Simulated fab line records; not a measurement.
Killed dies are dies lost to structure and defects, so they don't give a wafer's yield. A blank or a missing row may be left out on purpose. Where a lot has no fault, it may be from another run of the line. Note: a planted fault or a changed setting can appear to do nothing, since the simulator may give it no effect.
Comparing a struck lot with a sound one	flow nand harc	14 steps out of a route of 1302
Sound: wafers L529.1, L529.2, L529.4. Wafers struck: L532.4, L532.5, L532.6. At the end, the cause is stated.
For every step that has rows: the tool of each side, followed by ch and its chambers, followed by its first start. Under that, the readings that differ: sound wafers	struck wafers	difference of the means	sigmas: that difference in standard deviations of wafers without a fault.
alike: a reading whose means differ by less than 2 such deviations, as well as words and numbers matching on both sides. not compared: withheld readings; readings where some wafer has no value; bounds like >300 that might hide an equal value; numbers whose values overlap and for which the record gives no deviation.
Wherever a step has rows on one side only, a row that says differs or no value, or a row with sigmas, the two part there. Numbers that have no deviation but don't overlap get no sigmas and don't part them. Lack of a reading on every wafer of one side parts them only where that side has two or more wafers.

first, 8 steps without rows for these wafers: NHARC_THIN_TSV_DEHYDRATE_25 (time 120 s); NHARC_THIN_TSV_HMDS_26 (time 30 s); NHARC_THIN_TSV_COAT_27; NHARC_THIN_TSV_SOFTBAKE_28 (time 95 s); NHARC_THIN_TSV_EBR_29; NHARC_THIN_TSV_EXPOSE_30 (exposes mask PAD); NHARC_THIN_TSV_PEB_31 (peb time 85 s); NHARC_THIN_TSV_DEVELOP_32 (time 70 s).
NHARC_THIN_TSV_CD_MEAS_33 targets a cd of 5000 nm.
  sound on cd sem-03 ch 0, day 27 03:46; struck on cd sem-03 ch 0, day 28 18:04
  alike: cd nm
then, 1 step without rows for these wafers: NHARC_THIN_TSV_HARDBAKE_34 (time 80 s).
NHARC_THIN_TSV_DESCUM_35: chemistry O2, time 3 s.
  sound on rie diel-01 ch 1,2,3, day 27 03:56; struck on rie diel-01 ch 2,3, day 28 18:14
  alike: drypump motor current A, oes product au, rf vpp V, showerhead plenum p Torr, throttle valve pct
  not compared: rf hours counter h
NHARC_THIN_TSV_ETCH_59: etches the open film in Cl2/BCl3, target depth 880 nm, time 138.1 s.
  sound on rie metal-01 ch 0,1, day 27 04:04; struck on rie metal-01 ch 0,1, day 28 18:25
reading	sound	struck	difference	sigmas
bias w (W)	99.85 99.99 100.03	100.72 100.77 100.28	+0.63	+2
  alike: bcl3 flow sccm, drypump motor current A, he backside leak sccm, oes product au, throttle valve pct
  not compared: rf hours counter h
NHARC_THIN_TSV_ETCH_36: etches the open film in Cl2/BCl3, target depth 65 nm, time 18.571 s.
  sound on rie metal-01 ch 0,1, day 27 04:19; struck on rie metal-01 ch 0,1, day 28 18:37
  no value came back on the struck wafers for chamber pressure mTorr (mTorr), drypump motor current A (A), he backside leak sccm (sccm), oes product au (a.u.); on the sound wafers chamber pressure mTorr (mTorr) reads 10.013 10.008 9.987
  not compared: rf hours counter h
NHARC_THIN_TSV_STRIP_56: strips in O2.
  sound on plasma asher-02 ch 0,1, day 27 04:25; struck on plasma asher-01 ch 0,1, day 28 18:51
  alike: drypump motor current A, heater power w, temp c
  not compared: rf hours counter h

## WHERE THEY PART
Last at NHARC_THIN_TSV_ETCH_36 as far as this record goes, first at NHARC_THIN_TSV_ETCH_59. Later steps at which nothing parts them and some readings are alike: NHARC_THIN_TSV_STRIP_56.

WHY: what the simulator had put in
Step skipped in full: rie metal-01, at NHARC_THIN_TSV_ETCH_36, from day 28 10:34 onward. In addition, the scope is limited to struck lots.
